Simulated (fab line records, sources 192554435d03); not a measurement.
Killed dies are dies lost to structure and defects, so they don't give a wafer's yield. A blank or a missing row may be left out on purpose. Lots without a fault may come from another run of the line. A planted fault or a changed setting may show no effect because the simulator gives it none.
Which tool did it? | flow n5_finfet | 6 lots, 18 wafers sampled, at 3 steps of a route of 1938

WHAT THE GAUGES READ, wafer by wafer
N5_BEOL_M15_RS_MEAS_54: measures by four-point-probe.
lot  | measured     | on            | M15_RS (ohm/sq)
L544 | day 11 22:08 | film_metro-01 | 0.0220 0.0215 0.0221
L548 | day 13 04:08 | film_metro-01 | 0.0215 0.0220 0.0209
L550 | day 14 03:34 | film_metro-01 | 0.0222 0.0213 0.0221
L553 | day 14 13:10 | film_metro-01 | 0.0216 0.0222 0.0220
L555 | day 15 03:48 | film_metro-01 | 0.0214 0.0216 0.0221
L562 | day 16 16:10 | film_metro-01 | 0.0217 0.0215 0.0218

WHICH TOOL RAN EACH LOT (tool, then ch and the chambers of the sampled wafers, then the start)
lot  | N5_BEOL_M1_SPUTTER_92        | N5_BEOL_M15_SPUTTER_44
L544 | pvd_sputter-02, day 7 12:50  | pvd_sputter-03, day 11 20:58
L548 | pvd_sputter-02, day 8 08:13  | pvd_sputter-01, day 13 02:58
L550 | pvd_sputter-03, day 8 22:16  | pvd_sputter-03, day 14 02:15
L553 | pvd_sputter-02, day 9 16:49  | pvd_sputter-02, day 14 10:56
L555 | pvd_sputter-01, day 10 05:41 | pvd_sputter-02, day 15 02:37
L562 | pvd_sputter-01, day 11 21:35 | pvd_sputter-01, day 16 15:01
- N5_BEOL_M1_SPUTTER_92: material Cu, target thk 4.5 nm, time 8.29 s.
- N5_BEOL_M15_SPUTTER_44: material Ta, target thk 15 nm, time 24.19 s.

THE ANSWER, worked out from the rows above alone
Rule: what is usual is taken from the lots themselves. Put in order of their means at a reading, lots are off if they are a third of the lots or fewer, leave a main group of 4 or more, and stand apart from it by a gap of 3 or more times the standard deviation of the main group's means; of several such gaps the widest counts. A main group whose means are all the same, to the digits that the tables above print for the reading, isn't used. A lot without any number at a reading at which 4 lots or more have one is off too. The other lots that the step has rows for count as sound.
No lot is off at any reading shown: from this, nothing can be told.

WHAT THE SIMULATOR HAD PUT IN
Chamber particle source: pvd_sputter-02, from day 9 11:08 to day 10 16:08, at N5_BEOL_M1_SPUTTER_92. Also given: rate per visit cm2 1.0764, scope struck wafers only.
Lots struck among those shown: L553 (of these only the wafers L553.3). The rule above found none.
